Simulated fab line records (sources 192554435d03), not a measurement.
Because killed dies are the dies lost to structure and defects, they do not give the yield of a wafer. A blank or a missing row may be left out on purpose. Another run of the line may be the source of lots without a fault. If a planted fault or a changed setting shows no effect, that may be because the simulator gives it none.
fab line records	flow n5-finfet
[record] lots = 4	wafers = 10	last-day = 17
route steps=1938 shown BEOL_M4@1099 BEOL_M5@1112 PASSIVATION@1936
lots untouched by any fault: they come from a run of this same line in which no faults occurred
start-h: the number of hours between the record's first day and the start of the first shown wafer of the lot	wait-h: hours elapsed since this lot's preceding step	" unchanged from the row above	L1.1+2: a row that stands for several wafers	- no value present, or no start provided	* or withheld: withheld	< > ~ a bound
route shown NAME@n: NAME is a module with steps in the file, n the number in the route of the first one	usual: mean/standard deviation of fault-free wafers	same: alike in all rows	chamber/n: place in a boat	sites: the reading at each site	_std_site: their standard deviation	_edge_site: outer sites' mean less inner sites'	radius-mm: for every site, how far away it sits from the centre of the wafer	mask NAME#n: copy n	behind: the most recent tool/chamber to have shaped the wafer	hold: what put the lot on hold/how long, in hours/how the hold closed	device: whichever transistor did not switch (one of n, p or np)	end of line: the tests these same wafers got at the end of their route	a step without rows: its recipe alone	killed: the dies lost at the first sort to structure and to defects; this is not the yield of the wafer	map: a wafer's dies, marking killed ones x, the rest . and places with no die _
set.NAME: the run value of the setting; set.NAME@STEP: its run value at that earlier step	model.NAME: the simulator's own value behind a step, which no gauge read
lots at some steps of the route; a table a step, a row a wafer
services: when a tool's chamber went out of use (start-h, in hours from the record's first day, below 0 if earlier), for how many hours, and the reason
[[steps]]
[step N5_BEOL_M4_ANNEAL_95]
[recipe] temp-c = 400	time-s = 240	ambient = vacuum
[step N5_BEOL_M4_SPUTTER_96]
[recipe] material = Cu	target-thk-a = 45	temp-c = -20	chamber-pressure-pa = 0.07	power-w = withheld	time-s = 8.29
[step N5_BEOL_M4_ECD_50]
[recipe] material = Cu	target-thk-a = 3000
[step N5_BEOL_M4_ANNEAL_51]
[recipe] temp-c = 225	time-s = 90	ambient = N2
[step N5_BEOL_M4_CMP_52]
[recipe] stop-on = SiOC	t-overpolish-s = 6.8	down-force-psi = 1	platen-rpm = 50	clearing-platen-down-force-psi = 1.5	clearing-platen-rpm = 50	post-cmp-clean = cu-alkaline	target-thk-nm = 40	clearing-platen-pad-velocity-m-s = 0.99484	pad-velocity-m-s = 0.99484
[step N5_BEOL_M4_PRE_CLEAN_60]
[recipe] gas = NH3/H2	time-s = 15	temp-c = *	rf-power-w = 300
[step N5_BEOL_M4_CO_CAP_55]
[recipe] material = Co	target-thk-a = 20	temp-c = 200	precursor = CCTBA/H2	pressure-torr = 30	time-s = 102.1
[step N5_BEOL_M4_PRE_CLEAN_56]
[recipe] gas = NH3	time-s = 15	temp-c = withheld	rf-power-w = 300
[step N5_BEOL_M4_DEP_57]
[recipe] material = SiCN	target-thk-a = 80	temp-c = withheld	precursor = 3MS/NH3	pressure-torr = 3	rf-w = 202	time-s = 14
[step N5_BEOL_M4_RC_MEAS_101]
[usual] DIBL_N = 36.0/1.7	DIBL_P = 35.8/2	IOFF_N = 0.15/0.03	IOFF_P = 0.20/0.037	ION_N = 670/12	ION_P = 460/7.2	SS_N = 71.5/0.68	SS_P = 73.2/0.65	VT_N = 250/3.1	VT_P = -251/3.4
lot.wafer	tool	chamber	start-h	wait-h	DIBL_N[mV/V]	DIBL_P[mV/V]	IOFF_N[nA/um]	IOFF_P[nA/um]	ION_N[uA/um]	ION_P[uA/um]	SS_N[mV/dec]	SS_P[mV/dec]	VT_N[mV]	VT_P[mV]
L617.1	prober-02	0	177.42	0.0	37.9	37.1	0.17	0.22	682	463	72.1	73.1	250	-249
L617.2	"	0	"	"	36.6	36.4	0.15	0.22	675	463	70.4	72.6	252	-248
L617.4	"	0	"	"	32.9	31.0	0.09	0.14	638	444	71.2	71.2	258	-255
L628.3	prober-02	0	262.19	0.3	36.8	37.2	0.16	0.18	678	457	71.9	72.5	249	-254
L628.5	"	0	"	"	36.6	38.0	0.16	0.21	671	464	72.1	73.4	251	-251
L628.6	"	0	"	"	36.4	36.4	0.15	0.19	678	463	72.2	73.1	248	-251
L632.5	prober-01	0	275.01	0.6	34.4	34.9	0.14	0.15	658	448	70.8	72.8	253	-256
L632.6	"	0	"	"	33.5	34.8	0.11	0.15	668	452	70.2	73.1	256	-256
L635.1	prober-01	0	297.97	0.0	35.7	36.3	0.14	0.18	681	469	70.6	73.5	251	-254
L635.6	"	0	"	"	35.0	35.2	0.14	0.17	655	452	71.1	73.4	252	-255
[step N5_BEOL_M5_ILD_DEP_00]
[recipe] material = SiCOH_lowk	target-thk-a = 1406.4	temp-c = 300	precursor = DEMS/porogen	pressure-torr = 5	rf-w = 500	time-s = 25.9
[step N5_BEOL_M5_CURE_79]
[recipe] temp-c = 385	time-s = 240	ambient = He/Ar	material = SiCOH_lowk
[step N5_BEOL_M5_PECVD_70]
[recipe] material = SiO2	target-thk-a = 160	temp-c = 400	precursor = TEOS/O2	pressure-torr = 5.5	rf-w = 450	teos-flow-sccm = 53.8	gas = O2	flow-sccm = 3000	time-s = 18
[step N5_BEOL_M5_HM_DEP_02]
[recipe] material = TiN	target-thk-a = 200	temp-c = 25	chamber-pressure-pa = 0.49996
[usual] throttle-valve-pct = 29.7/0.97
lot.wafer	tool	chamber	start-h	wait-h	throttle-valve-pct	model.TiN_of_BEOL_M5_HM_DEP_02.thk-nm
L617.1	pvd-sputter-02	-	179.75	0.7	29.1	19.8
L617.2	"	-	"	"	29.9	19.8
L617.4	"	-	"	"	29.3	20
L628.3	pvd-sputter-02	-	265.01	1.5	29.3	19.8
L628.5	"	-	"	"	29.2	19.8
L628.6	"	-	"	"	29.2	20
L632.5	pvd-sputter-02	-	276.37	0.4	29.4	27.6
L632.6	"	-	"	"	29.4	20
L635.1	pvd-sputter-02	-	299.86	0.3	30.6	27.4
L635.6	"	-	"	"	30.5	20
[step N5_BEOL_M5_COAT_59]
[recipe] resist = SOC	temp-c = 250	time-s = 60	spin-rpm = 1500	resist-thk-nm = 60
[step N5_BEOL_M5_COAT_60]
[recipe] resist = SiARC	temp-c = 220	time-s = 60	spin-rpm = 1500	resist-thk-nm = 12
[step N5_BEOL_M5_COAT_71]
[recipe] resist = underlayer	temp-c = 205	time-s = 60	spin-rpm = 1500	resist-thk-nm = 5
[step N5_BEOL_M5_COAT_05]
[recipe] resist = CAR-EUV	spin-rpm = 1500	resist-thk-nm = 30
[step N5_BEOL_M5_EBR_07]
[recipe] solvent = PGMEA	ebr-width-mm = 1.5
[step N5_BEOL_M5_SOFTBAKE_06]
[recipe] temp-c = 110	time-s = 60	resist = CAR-EUV
[step N5_BEOL_M5_EXPOSE_08]
[recipe] mask-id = M5	na = 0.33	source-shape = annular	sigma-inner = 0.4	sigma-outer = 0.8	polarization = unpolarized	target-cd-nm = 28	dose-mj = 35.75
[step N5_BEOL_M5_PEB_09]
[recipe] peb-temp-c = 100	peb-time-s = 60	resist = CAR-EUV
[step N5_BEOL_M5_DEVELOP_10]
[recipe] develop-time-s = 30	developer = TMAH	resist = CAR-EUV	rinse-liquid = surfactant-rinse	dry = air-spin	dev-temp-c = 23
[step N5_BEOL_M5_DESCUM_16]
[recipe] chemistry = O2	time-s = 7	source-power-w = 50	bias-power-w = 20	pressure-mtorr = 20	rf-frequency-hz = 2.712e+07	temp-c = 40	resist = CAR-EUV	o2-flow-sccm = 225
[step N5_BEOL_M5_ETCH_72]
[recipe] chemistry = N2/H2	target = underlayer	target-depth-a = 65	mask-material = CAR-EUV	time-s = 5.2	ion-energy-ev = 200	pressure-mtorr = 30	source-w = 840	bias-w = 150	n2-flow-sccm = 200	h2-flow-sccm = 200	ends = cleared
[step N5_BEOL_M5_ETCH_61]
[recipe] chemistry = CF4	target = SiARC	target-depth-a = 156	mask-material = CAR-EUV	time-s = 26	ion-energy-ev = 80	pressure-mtorr = 40	source-w = 545	bias-w = 36	Ar_flow_sccm = 100	cf4-flow-sccm = 100	ends = cleared
[step N5_BEOL_M5_ETCH_62]
[recipe] chemistry = N2/H2	target = SOC	target-depth-a = 750	overetch-a = 150	mask-material = SiARC	temp-c = 40	time-s = 112.5	ion-energy-ev = 200	pressure-mtorr = 30	source-w = 840	bias-w = 150	n2-flow-sccm = 200	h2-flow-sccm = 200
[step N5_BEOL_M5_STRIP_63]
[recipe] chemistry = N2/H2	temp-c = 40	n2-flow-sccm = 200	h2-flow-sccm = 200	rf-frequency-hz = 6e+07
[step N5_BEOL_M5_STRIP_73]
[recipe] chemistry = N2/H2	temp-c = 40	n2-flow-sccm = 200	h2-flow-sccm = 200	rf-frequency-hz = 6e+07
[step N5_BEOL_M5_STRIP_64]
[recipe] chemistry = CF4	resist = SiARC	power-w = 300	bias-power-w = 75	pressure-mtorr = 50	cf4-flow-sccm = 150	rf-frequency-hz = 6e+07
[step N5_BEOL_M5_HM_OPEN_17]
[recipe] chemistry = Cl2/BCl3	target-depth-a = 200	overetch-a = 60	target = TiN	mask-material = SOC	ion-energy-ev = 150	pressure-mtorr = 10	icp-w = 1000	bias-w = 126	Cl2_flow_sccm = 53.25	bcl3-flow-sccm = 21.75	Ar_flow_sccm = 25
[usual] drypump-motor-current-A = 5.8/0.39	oes-product-au = 0.64/0.044	rf-fwd-power-W = 993/3.7	throttle-valve-pct = 22.39/0.094
lot.wafer	tool	chamber	start-h	wait-h	drypump-motor-current-A	oes-product-au	rf-fwd-power-W	rf-hours-counter-h	throttle-valve-pct	model.etch.depth-nm
L617.1	rie-metal-01	0	180.79	0.0	5.4	0.62	993	54	22.45	19.75
L617.2	"	1	"	"	6.2	0.67	1001	33	22.42	19.88
L617.4	"	1	"	"	6.2	0.68	998	-	22.45	20
L628.3	rie-metal-01	1	265.80	0.1	6.2	0.66	994	-	22.45	19.86
L628.5	"	0	"	"	5.4	0.62	987	-	22.44	19.84
L628.6	"	1	"	"	6.2	0.66	994	-	22.44	20.01
L632.5	rie-metal-03	0	277.32	0.1	6.4	0.65	994	-	22.14	26.45
L632.6	"	1	"	"	6.0	0.64	992	-	22.43	19.96
L635.1	rie-metal-01	1	300.76	0.0	6.2	0.77	998	42	22.26	26.12
L635.6	"	0	"	"	5.5	0.61	993	-	22.44	20.03
[step N5_BEOL_M5_STRIP_19]
[recipe] chemistry = O2	power-w = 400	temp-c = 40	pressure-mtorr = 30	rf-frequency-hz = 6e+07	bias-power-w = 0	overash-fraction = 0.2	o2-flow-sccm = 225
[step N5_BEOL_M5_COAT_65]
[recipe] resist = SOC	temp-c = 250	time-s = 60	spin-rpm = 1500	resist-thk-nm = 60
[step N5_BEOL_M5_COAT_66]
[recipe] resist = SiARC	temp-c = 220	time-s = 60	spin-rpm = 1500	resist-thk-nm = 12
[step N5_BEOL_M5_TRENCH_ETCH_37]
[recipe] chemistry = C4F6/O2	target-depth-a = 716.52	target = SiCOH_lowk	time-s = 24.7	ion-energy-ev = 250	pressure-mtorr = 30	source-w = 345	bias-w = 185	Ar_flow_sccm = 300	C4F6_flow_sccm = 10	O2_flow_sccm = 10
[usual] drypump-motor-current-A = 5.9/0.4	oes_f_703_au = 0.77/0.091	oes-product-au = 0.76/0.093	rf-fwd-power-W = 340.4/2	rf-vpp-V = 664/11	showerhead-plenum-p-Torr = 2.84/0.11	throttle-valve-pct = 20.97/0.29
[same] time-s = 24.7
lot.wafer	tool	chamber	start-h	wait-h	drypump-motor-current-A	oes_f_703_au	oes-product-au	rf-fwd-power-W	rf-hours-counter-h	rf-vpp-V	showerhead-plenum-p-Torr	throttle-valve-pct	model.TiN_of_BEOL_M5_HM_DEP_02.thk-nm	model.BEOL_M5.cd-nm
L617.1	rie-diel-06	2	-	-	5.7	0.81	0.79	341.5	142	654	2.63	21.04	17.6	28.2
L617.2	"	1	"	"	5.2	0.73	0.70	342.7	226	658	2.79	20.60	17.8	28
L617.4	"	3	"	"	6.2	0.74	0.74	340.5	159	665	2.84	21.34	18	28
L628.3	rie-diel-05	0	-	-	6.5	0.92	0.91	339.8	20	661	3.00	21.03	17.8	28.6
L628.5	"	1	"	"	6.0	0.74	0.73	342.5	-	656	2.83	20.80	17.6	28
L628.6	"	0	"	"	6.4	0.92	0.91	338.9	-	662	3.00	21.04	17.8	28.2
L632.5	rie-diel-05	1	-	-	6.1	0.75	0.73	343.4	-	657	2.83	20.80	25.4	28
L632.6	"	2	"	"	6.2	0.97	1.00	341.4	-	689	3.03	20.40	17.8	28.4
L635.1	rie-diel-05	1	-	-	6.0	0.73	0.71	342.9	205	657	2.83	20.80	25.4	27.8
L635.6	"	2	"	"	6.2	0.94	0.96	339.7	-	690	3.03	20.40	17.8	28.2
[step N5_BEOL_M5_OCD_MEAS_38]
[usual] trench-depth-nm = 71.4/1.6
lot.wafer	tool	chamber	start-h	wait-h	trench-depth-nm
L617.1	ocd-01	-	182.61	-	72.2
L617.2	"	-	"	"	69.8
L617.4	"	-	"	"	71.0
L628.3	ocd-01	-	269.69	-	72.7
L628.5	"	-	"	"	72.4
L628.6	"	-	"	"	73.2
L632.5	ocd-02	-	278.76	-	66.5
L632.6	"	-	"	"	75.0
L635.1	ocd-02	-	302.10	-	62.3
L635.6	"	-	"	"	74.7
[step N5_PASSIVATION_PROBE_49]
[usual] defect-limited-yield = 91.4/1.5	killed_at_M0_to_M3 = 32/9.8	killed_at_M4_up = 15/5.6	killed-at-contacts = 12/5.4	killed-at-front-end = 40/13	killed-at-other = 3.0/2.1	killed-dies = 102/17	killed-on-rim = 14/4.4	killed-open = 67/13	killed-short = 32/7.1	sort_bin_5_function = 5.1/0.96	sort_bin_6_memory = 3.2/0.7	sort_bin_8_speed = 0.0/0.3	sort-n-pass = 1078/18	sort-yield-pct = 91.3/1.5
[same] gross-dies = 1180	killed-at-back-side = 0	sort_bin_4_leakage[%] = 0
lot.wafer	tool	chamber	start-h	wait-h	defect-limited-yield[%]	killed_at_M0_to_M3	killed_at_M4_up	killed-at-contacts	killed-at-front-end	killed-at-other	killed-dies	killed-on-rim	killed-open	killed-short	sort_bin_5_function[%]	sort_bin_6_memory[%]	sort_bin_8_speed[%]	sort-n-pass	sort-yield-pct[%]
L617.1	prober-02	-	289.78	0.0	91.4	44	12	17	26	2	101	15	72	27	5.2	3.3	0	1079	91.4
L617.2	prober-02	-	289.83	0.1	89.8	52	13	6	48	1	120	16	87	33	6.1	3.6	0	1060	89.8
L617.4	prober-02	-	289.93	0.2	91.9	34	15	5	40	2	96	12	65	29	4.8	2.9	3.5	1043	88.4
L632.5	prober-01	-	370.45	0.2	82.5	28	108	10	54	7	207	41	72	23	13.1	3.5	0	973	82.5
L632.6	prober-01	-	370.50	0.3	92.3	29	14	6	38	4	91	11	50	36	4.0	3.3	0	1089	92.3
L628.3	prober-01	-	375.81	0.1	91.4	37	18	7	37	2	101	15	63	33	4.2	4.1	0	1079	91.4
L628.5	prober-01	-	375.91	0.2	90.1	37	19	3	57	1	117	17	72	42	6.4	3.0	0	1063	90.1
L628.6	prober-01	-	375.96	0.3	91.4	29	22	12	37	1	101	13	72	28	4.6	3.4	0	1079	91.4
L635.1	prober-02	-	408.83	0.0	69.3	46	270	14	29	3	362	44	59	38	26.9	3.1	0	818	69.3
L635.6	prober-02	-	409.08	0.3	91.1	34	22	6	37	6	105	9	68	36	5.0	3.4	0	1075	91.1
// killed by level:class
L617.1 MOL_CONTACT_COAG:geometric-particle:open=15 BEOL_M3:geometric-particle:open=9 FIN_SAQP:geometric-particle:short=7 BEOL_M0_SAQP:geometric-particle:open=7 BEOL_M2:geometric-particle:open=6 BEOL_M0:geometric-particle:open=5 BEOL_M1:geometric-particle:open=5 BEOL_M2:geometric-particle:short=5
L617.2 FIN_SAQP:geometric-particle:open=15 BEOL_M0_SAQP:geometric-particle:open=15 FIN_SAQP:geometric-particle:short=11 STI_FIN_REVEAL:geometric-particle:open=9 BEOL_M0_SAQP:geometric-particle:short=9 BEOL_M3:geometric-particle:open=9 BEOL_M2:geometric-particle:open=8 MOL_CONTACT_COAG:geometric-particle:open=6
L617.4 BEOL_M3:geometric-particle:open=13 FIN_SAQP:geometric-particle:open=11 BEOL_M2:geometric-particle:open=6 BEOL_M4:geometric-particle:open=6 DUMMY_GATE:geometric-particle:open=5 BEOL_M2:geometric-particle:short=5 STARTING-WAFER:geometric-particle:open=5 GATE_CUT:geometric-particle:short=4
L632.5 BEOL_M5:area-open=96 BEOL_M2:geometric-particle:open=11 STI_FIN_REVEAL:geometric-particle:open=10 MOL_CONTACT_COAG:geometric-particle:open=7 FIN_SAQP:geometric-particle:open=6 HKMG_FIN:area-etch=6 DUMMY_GATE:geometric-particle:open=5 GATE_CUT:geometric-particle:short=5
L632.6 BEOL_M2:geometric-particle:open=9 BEOL_M3:geometric-particle:open=9 FIN_SAQP:geometric-particle:short=5 FIN_SAQP:geometric-particle:open=4 ILD0:geometric-particle:open=4 BEOL_M0_SAQP:geometric-particle:short=4 DUMMY_GATE:geometric-particle:open=3 ILD0:geometric-particle:short=3
L628.3 FIN_SAQP:geometric-particle:open=11 BEOL_M0_SAQP:geometric-particle:open=11 BEOL_M3:geometric-particle:open=8 FIN_SAQP:geometric-particle:short=7 BEOL_M0_SAQP:geometric-particle:short=6 BEOL_M1:geometric-particle:open=6 GATE_CUT:geometric-particle:short=5 MOL_CONTACT_COAG:geometric-particle:open=5
L628.5 FIN_SAQP:geometric-particle:open=12 GATE_CUT:geometric-particle:short=10 BEOL_M3:geometric-particle:open=9 STI_FIN_REVEAL:geometric-particle:open=7 FIN_SAQP:geometric-particle:short=6 BEOL_M5:geometric-particle:open=6 BEOL_M0_SAQP:geometric-particle:open=6 STARTING-WAFER:geometric-particle:short=5
L628.6 BEOL_M4:geometric-particle:open=14 MOL_CONTACT_COAG:geometric-particle:open=11 STI_FIN_REVEAL:geometric-particle:open=9 BEOL_M0_SAQP:geometric-particle:open=8 FIN_SAQP:geometric-particle:open=7 FIN_SAQP:geometric-particle:short=7 BEOL_M0_SAQP:geometric-particle:short=7 BEOL_M3:geometric-particle:open=5
L635.1 BEOL_M5:area-open=263 BEOL_M0_SAQP:geometric-particle:short=10 MOL_CONTACT_COAG:geometric-particle:open=9 BEOL_M3:geometric-particle:open=9 BEOL_M0_SAQP:geometric-particle:open=8 GATE_CUT:geometric-particle:open=5 MOL_CONTACT_COAG:geometric-particle:short=5 BEOL_M1:geometric-particle:open=5
L635.6 BEOL_M0_SAQP:geometric-particle:open=13 BEOL_M4:geometric-particle:open=12 BEOL_M0_SAQP:geometric-particle:short=8 STI_FIN_REVEAL:geometric-particle:open=7 GATE_CUT:geometric-particle:short=6 MOL_CONTACT_COAG:geometric-particle:open=6 ILD0:geometric-particle:short=4 BEOL_M3:geometric-particle:open=4
// map L632.5 (x killed, . not)
_________________xxxxx..xx...________________
______________.xxxxx..x.x.xxx.x._____________
___________x.x.xxx.x..x.x..x....xx.__________
__________.......x.xx.....x......x.._________
________...x..xxxx....x.x.x..........._______
_______.........xx.x..xx....x..x.......______
______x.x...x......xx..x..x.....x.x...x._____
_____....xx...............x.......x.x....____
____.xx..x......x....x.....x..........x.x.___
___x.xx........xx.xxx.x......xx.....x......__
___...........x.xxxxxxx...x...x.....x......__
__.............x.......x...........x....x..._
__..x........x....x.....x.x.............x..._
_.....x.......x.x..x........xx..x..x.........
_......x..............x...x...x..............
_....x...x......x.........x....xx..........x.
_....x..xx....................x..x......x....
_.x........x......x.......x........x.......x.
_xx...........x.x...........x.............x..
_.......x.....x.................x.xx......x.x
_x......x....x.................x.....x......x
__.......................x..........x..x...._
__.x..x..x.........x.......................x_
___x................xx.....x......x..x...x.__
___...x.....x....................x........x__
____..x...........x.........x.............___
_____..x.......x......x...x.....x..x.....____
______..x......x............x...xx....x._____
_______..x........................x....______
________................x..........x.._______
__________x.x..................x.x.._________
___________.x.x..............x...xx__________
______________x..x.............._____________
_________________...x...x...x________________
// map L635.1 (x killed, . not)
_________________...x.x......________________
______________......xx.x.xx....._____________
___________..x......x.xxxxxx.......__________
__________xxx.......xx...x.x....x..._________
________.x.x..xx..x..xxxxx...x.......x_______
_______..x..xxx.xxx.xxx....xx.......x.x______
______.xxxxxxxxxxxxxx..xx.x............._____
_____..xx..xx.xxxxxx...x...x.....xx...x..____
____.xx...x.xxxxxxxxxx............xx..x...___
___.x..xx.xxxxxxxxxxxxx......x.x..xx.x.....__
___..x.....xxx.xxxxxx.xx........x.x........__
__..xxx.....xxxxxxxx....x......x.x......x..._
__x.x.xx..x..x.xxx.xx.....x.x..x.....x......_
_........x.....x..xx.x.....x..x.............x
_.........x..x..................x...x.x......
_...x...x......x..xx.........x..............x
_..x....................................x...x
_x...x............x.......xx.........x....x..
_........xx.........................xx......x
_.........xxx.....x................x....xxx..
_..x.....x...x........x...........x..x.......
__...x.x..................xx.x..x..xx..xx.x._
__.x..xxxxx........x...xx..x.x..xxxxxx.xx..x_
___x.xx...xxxx........x..x...x.xx.xxxx.x.xx__
___xx.........x.....xxx......x.xxxxxx.xxx..__
____x..x.xx...........x.xx....xxxxxxxxxxx.___
_____.x............x...x.......xxxxxxxxxx____
______.........xx......x....xx..xxxxxxxx_____
_______x........x....xx........xxxxxxxx______
________.....x.x...x....x.x..x.xx.xxxx_______
__________............x.x.x...xx...x_________
___________.x..x...........xx...xx.__________
______________x.....x..........._____________
_________________...xx....x..________________
[[services]]
tool	chamber	start-h	hours	kind
rie-diel-06	0	190.33	6.5	repair
rie-diel-05	0	192.88	-	clean
rie-diel-05	0	192.88	-	consumable-replace:focus-ring
rie-diel-05	0	192.88	-	consumable-replace:showerhead
rie-diel-05	0	192.88	15.2	scheduled-down
rie-diel-05	0	192.88	15.2	vent-cycle
rie-diel-06	2	195.78	28.7	repair
rie-metal-03	-	196.00	0.4	repair
rie-diel-05	1	197.55	24.1	repair
pvd-sputter-02	-	200.34	4.0	repair
rie-metal-03	1	230.89	8.2	repair
rie-diel-05	1	244.64	5.5	repair
rie-diel-05	2	250.16	-	clean
rie-diel-05	2	250.16	-	consumable-replace:focus-ring
rie-diel-05	2	250.16	-	consumable-replace:showerhead
rie-diel-05	2	250.16	21.8	scheduled-down
rie-diel-05	2	250.16	21.8	vent-cycle
rie-metal-03	-	256.46	0.2	repair
rie-diel-06	1	259.30	-	clean
rie-diel-06	1	259.30	-	consumable-replace:focus-ring
rie-diel-05	3	298.74	-	clean
rie-diel-05	3	298.74	-	consumable-replace:focus-ring
rie-diel-05	3	298.74	22.1	scheduled-down
rie-diel-05	3	298.74	22.1	vent-cycle
[[key]]
[first-sign] step = N5_BEOL_M5_OCD_MEAS_38	reading = trench-depth-nm	direction = down	sigmas = 4.4	usual = 71.4	struck = 64.4
[effect] step = N5_PASSIVATION_PROBE_49	reading = killed_at_M4_up	direction = up	sigmas = 31	usual = 15	struck = 189
[model-effect] step = N5_BEOL_M5_HM_DEP_02	value = TiN_of_BEOL_M5_HM_DEP_02.thk-nm	without = 20	struck = 27.5
[model-effect] step = N5_BEOL_M5_HM_OPEN_17	value = etch.depth-nm	without = 19.95	struck = 26.29
[model-effect] step = N5_BEOL_M5_TRENCH_ETCH_37	value = TiN_of_BEOL_M5_HM_DEP_02.thk-nm	without = 17.8	struck = 25.4
[more-kills-born-at] N5_BEOL_M5_HM_OPEN_17@rie-metal-01 = 263	N5_BEOL_M5_HM_OPEN_17@rie-metal-03 = 96
met-at N5_BEOL_M5_HM_DEP_02
struck-wafers L632.5,L635.1
onset-between 265.01 276.37
[fault] kind = process-parameter-drift	tool = pvd-sputter-02	chamber = -	onset-h = 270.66	steps = N5_BEOL_M5_HM_DEP_02	channel = target-thk-a	offset = *	shape = step	end-h = 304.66	scope = struck-wafers-only	acts-in = *	stated = *
